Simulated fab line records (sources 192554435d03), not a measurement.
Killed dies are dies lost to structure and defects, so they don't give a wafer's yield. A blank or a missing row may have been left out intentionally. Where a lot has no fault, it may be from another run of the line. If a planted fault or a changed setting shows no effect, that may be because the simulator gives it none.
Matching of chambers | flow n5_finfet | 4 sister chambers for N5_FIN_SAQP_ETCH_52 on rie_diel-03
The step etches SOC in N2/H2, target depth 100 nm, overetch 20 nm, time 150 s. 20 wafers are shown with their chamber, then 10 later ones without.

== WAFERS, EACH WITH ITS CHAMBER ==
wafer  | chamber | showerhead_plenum_p_Torr (Torr) | drypump_motor_current_A (A) | oes_product_au (a.u.)
L078.3 | 2       | 2.68                            | 5.4                         | 0.72
L078.4 | 0       | 2.52                            | 5.1                         | 0.63
L078.6 | 0       | 2.52                            | 5.1                         | 0.63
L079.2 | 1       | 2.52                            | 6.3                         | 0.62
L079.3 | 0       | 2.52                            | 5.1                         | 0.63
L079.4 | 2       | 2.68                            | 5.5                         | 0.72
L081.1 | 0       | 2.52                            | 5.1                         | 0.62
L081.4 | 0       | 2.52                            | 5.1                         | 0.62
L081.6 | 2       | 2.67                            | 5.5                         | 0.71
L082.1 | 2       | 2.67                            | 5.5                         | 0.71
L082.4 | 2       | 2.67                            | 5.5                         | 0.71
L082.5 | 1       | 2.52                            | 6.4                         | 0.62
L087.3 | 2       | 2.67                            | 5.5                         | 0.71
L087.4 | 3       | 2.45                            | 5.9                         | 0.70
L087.6 | 0       | 2.51                            | 5.0                         | 0.61
L089.1 | 0       | 2.51                            | 5.1                         | 0.60
L089.2 | 3       | 2.45                            | 5.9                         | 0.70
L089.4 | 1       | 2.51                            | 6.3                         | 0.61
L090.1 | 2       | 2.67                            | 5.5                         | 0.71
L090.2 | 3       | 2.45                            | 6.0                         | 0.70

SIGNATURES, as means of the wafers listed above
reading                  | chamber 0 | chamber 1 | chamber 2 | chamber 3 | scatter within a chamber
showerhead_plenum_p_Torr | 2.5171    | 2.5167    | 2.6729    | 2.4500    | 0.00469
drypump_motor_current_A  | 5.086     | 6.333     | 5.486     | 5.933     | 0.0436
oes_product_au           | 0.6200    | 0.6167    | 0.7129    | 0.7000    | 0.00794
Rule: distance of a wafer from a chamber = root of the sum over the readings of ((wafer's reading minus chamber's mean) / reading's scatter) squared. If the next closest chamber is less than 2 further off than the closest, the wafer can't be placed; otherwise it belongs to the closest. The scatter: the root of (the sum of the squares of (reading less its chamber's mean) over the shown wafers, divided by (wafers less chambers)).

== WAFERS WITH NO CHAMBER GIVEN ==
wafer  | showerhead_plenum_p_Torr (Torr) | drypump_motor_current_A (A) | oes_product_au (a.u.)
L090.3 | 2.51                            | 6.3                         | 0.62
L093.3 | 2.66                            | 5.5                         | 0.70
L093.4 | 2.51                            | 6.3                         | 0.60
L093.6 | 2.45                            | 6.0                         | 0.69
L095.2 | 2.44                            | 6.0                         | 0.69
L095.3 | 2.66                            | 5.5                         | 0.70
L095.6 | 2.66                            | 5.5                         | 0.70
L096.1 | 2.44                            | 5.9                         | 0.68
L096.2 | 2.66                            | 5.5                         | 0.70
L096.5 | 2.44                            | 5.9                         | 0.69

== WHICH CHAMBER EACH WENT THROUGH ==
wafer  | from the rows above | in truth
L090.3 | 1                   | 1
L093.3 | 2                   | 2
L093.4 | 1                   | 1
L093.6 | 3                   | 3
L095.2 | 3                   | 3
L095.3 | 2                   | 2
L095.6 | 2                   | 2
L096.1 | 3                   | 3
L096.2 | 2                   | 2
L096.5 | 3                   | 3
Correctly placed: 10 of 10. Not placeable from these rows: 0. Placed wrongly: 0.
